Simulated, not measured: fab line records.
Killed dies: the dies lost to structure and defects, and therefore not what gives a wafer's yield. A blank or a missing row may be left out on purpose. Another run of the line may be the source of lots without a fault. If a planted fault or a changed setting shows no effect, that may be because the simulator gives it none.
Chamber matching :: flow n5_finfet :: 4 sister chambers for N5_BEOL_M8_ALD_77 on ald_metal-02
The step deposits TaN, target thk 2 nm, pulse time 2 s, purge time 3 s. 4 wafers are shown with their chamber, then 10 later ones without.

## EACH WAFER AND ITS CHAMBER
wafer: L142.4
chamber: 1
heater_power_w (W): 445

wafer: L145.5
chamber: 2
heater_power_w (W): 450

wafer: L148.1
chamber: 0
heater_power_w (W): 403

wafer: L148.2
chamber: 3
heater_power_w (W): 452

## WAFERS WHOSE CHAMBER IS MISSING
wafer: L148.3
heater_power_w (W): 435

wafer: L149.1
heater_power_w (W): 438

wafer: L149.3
heater_power_w (W): 397

wafer: L149.4
heater_power_w (W): 440

wafer: L150.1
heater_power_w (W): 448

wafer: L150.3
heater_power_w (W): 404

wafer: L150.6
heater_power_w (W): 435

wafer: L144.3
heater_power_w (W): 452

wafer: L144.4
heater_power_w (W): 403

wafer: L144.6
heater_power_w (W): 434

## WHICH CHAMBER EACH ONE RAN IN
wafer: L148.3
from the rows above: can't be placed: 1 or 2 or 3
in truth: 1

wafer: L149.1
from the rows above: can't be placed: 1 or 2 or 3
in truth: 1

wafer: L149.3
from the rows above: 0
in truth: 0

wafer: L149.4
from the rows above: can't be placed: 1 or 2 or 3
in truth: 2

wafer: L150.1
from the rows above: can't be placed: 2 or 1 or 3
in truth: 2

wafer: L150.3
from the rows above: 0
in truth: 0

wafer: L150.6
from the rows above: can't be placed: 1 or 2 or 3
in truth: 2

wafer: L144.3
from the rows above: can't be placed: 3 or 2 or 1
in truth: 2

wafer: L144.4
from the rows above: 0
in truth: 0

wafer: L144.6
from the rows above: can't be placed: 1 or 2 or 3
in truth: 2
Placed correctly: 3 of 10. Unplaceable from these rows: 7, with the true chamber sitting among the candidates in 7. Number placed wrongly: 0.
How it was worked out, from the rows above alone: a wafer's distance from a chamber is the root of the sum, over the readings, of the square of ((its reading less the chamber's mean) divided by the reading's scatter). If the next closest chamber is less than 2 further off than the closest, the wafer can't be placed; otherwise it belongs to the closest. For every chamber, the mean is computed from those of its wafers that are shown. The scatter: root of mean squared gap, hidden wafer to nearest shown wafer, with one shown wafer a chamber.
